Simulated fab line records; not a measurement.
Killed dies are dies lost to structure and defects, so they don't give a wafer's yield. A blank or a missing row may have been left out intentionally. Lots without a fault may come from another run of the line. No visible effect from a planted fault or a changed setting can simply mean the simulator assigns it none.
Chamber matching / flow nand harc / rie diel-01 running NHARC_A_BONDPAD_ETCH_34: 4 sister chambers
The step etches the open film in N2/H2, target depth 60 nm, overetch 18 nm, time 65.91 s. 16 wafers are shown with their chamber, then 8 later ones without.

## EACH WAFER AND ITS CHAMBER
wafer=L608.1; chamber=2; drypump motor current A (A)=5.2; rf vpp V (V)=428.1; run length s (s)=87.3
wafer=L608.2; chamber=1; drypump motor current A (A)=6.4; rf vpp V (V)=429.5; run length s (s)=87.8
wafer=L608.4; chamber=0; drypump motor current A (A)=5.1; rf vpp V (V)=430.2; run length s (s)=88.0
wafer=L607.3; chamber=1; drypump motor current A (A)=6.3; rf vpp V (V)=429.8; run length s (s)=87.9
wafer=L607.4; chamber=0; drypump motor current A (A)=5.1; rf vpp V (V)=431.8; run length s (s)=87.4
wafer=L607.6; chamber=0; drypump motor current A (A)=5.2; rf vpp V (V)=432.2; run length s (s)=87.2
wafer=L609.1; chamber=1; drypump motor current A (A)=6.3; rf vpp V (V)=429.6; run length s (s)=87.5
wafer=L609.2; chamber=0; drypump motor current A (A)=5.2; rf vpp V (V)=431.5; run length s (s)=87.2
wafer=L609.3; chamber=3; drypump motor current A (A)=5.3; rf vpp V (V)=429.1; run length s (s)=86.8
wafer=L610.2; chamber=1; drypump motor current A (A)=6.3; rf vpp V (V)=429.7; run length s (s)=88.1
wafer=L610.4; chamber=2; drypump motor current A (A)=5.3; rf vpp V (V)=428.7; run length s (s)=87.2
wafer=L610.6; chamber=2; drypump motor current A (A)=5.2; rf vpp V (V)=428.2; run length s (s)=87.2
wafer=L611.1; chamber=3; drypump motor current A (A)=5.3; rf vpp V (V)=429.6; run length s (s)=87.2
wafer=L611.2; chamber=1; drypump motor current A (A)=6.3; rf vpp V (V)=429.7; run length s (s)=88.0
wafer=L611.4; chamber=0; drypump motor current A (A)=5.1; rf vpp V (V)=431.4; run length s (s)=87.6
wafer=L613.3; chamber=3; drypump motor current A (A)=5.3; rf vpp V (V)=428.0; run length s (s)=87.0

SIGNATURES, as means of the wafers listed above
reading=drypump motor current A; chamber 0=5.140; chamber 1=6.320; chamber 2=5.233; chamber 3=5.300; scatter within a chamber=0.0471
reading=rf vpp V; chamber 0=431.420; chamber 1=429.660; chamber 2=428.333; chamber 3=428.900; scatter within a chamber=0.566
reading=run length s; chamber 0=87.480; chamber 1=87.860; chamber 2=87.233; chamber 3=87.000; scatter within a chamber=0.249
Rule: a wafer lies at a distance from a chamber equal to the root of the sum of squares, over the readings, of (its reading less the chamber's mean, divided by the reading's scatter). If the next closest chamber is less than 2 further off than the closest, the wafer can't be placed; otherwise it belongs to the closest. The scatter: take each reading less its chamber's mean, square it, sum over the shown wafers, divide by the number of wafers less the number of chambers, and take the root.

## WAFERS WHOSE CHAMBER IS MISSING
wafer=L613.4; drypump motor current A (A)=6.3; rf vpp V (V)=428.7; run length s (s)=87.8
wafer=L613.6; drypump motor current A (A)=5.2; rf vpp V (V)=428.4; run length s (s)=87.5
wafer=L619.3; drypump motor current A (A)=5.2; rf vpp V (V)=427.4; run length s (s)=87.9
wafer=L619.4; drypump motor current A (A)=5.1; rf vpp V (V)=430.5; run length s (s)=87.7
wafer=L619.5; drypump motor current A (A)=5.3; rf vpp V (V)=428.6; run length s (s)=87.3
wafer=L625.1; drypump motor current A (A)=6.3; rf vpp V (V)=429.7; run length s (s)=87.6
wafer=L625.3; drypump motor current A (A)=5.3; rf vpp V (V)=429.1; run length s (s)=86.6
wafer=L625.5; drypump motor current A (A)=5.1; rf vpp V (V)=430.6; run length s (s)=87.5

## EACH ONE'S CHAMBER
wafer=L613.4; from the rows above=1; in truth=1
wafer=L613.6; from the rows above=can't be placed: 2 or 3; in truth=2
wafer=L619.3; from the rows above=can't be placed: 2 or 3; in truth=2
wafer=L619.4; from the rows above=0; in truth=0
wafer=L619.5; from the rows above=can't be placed: 3 or 2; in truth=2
wafer=L625.1; from the rows above=1; in truth=1
wafer=L625.3; from the rows above=can't be placed: 3 or 2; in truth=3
wafer=L625.5; from the rows above=0; in truth=0
4 of 8 placed correctly. Can't be placed from these rows: 4 (the true chamber is among the candidates in 4). Placed wrongly: 0.
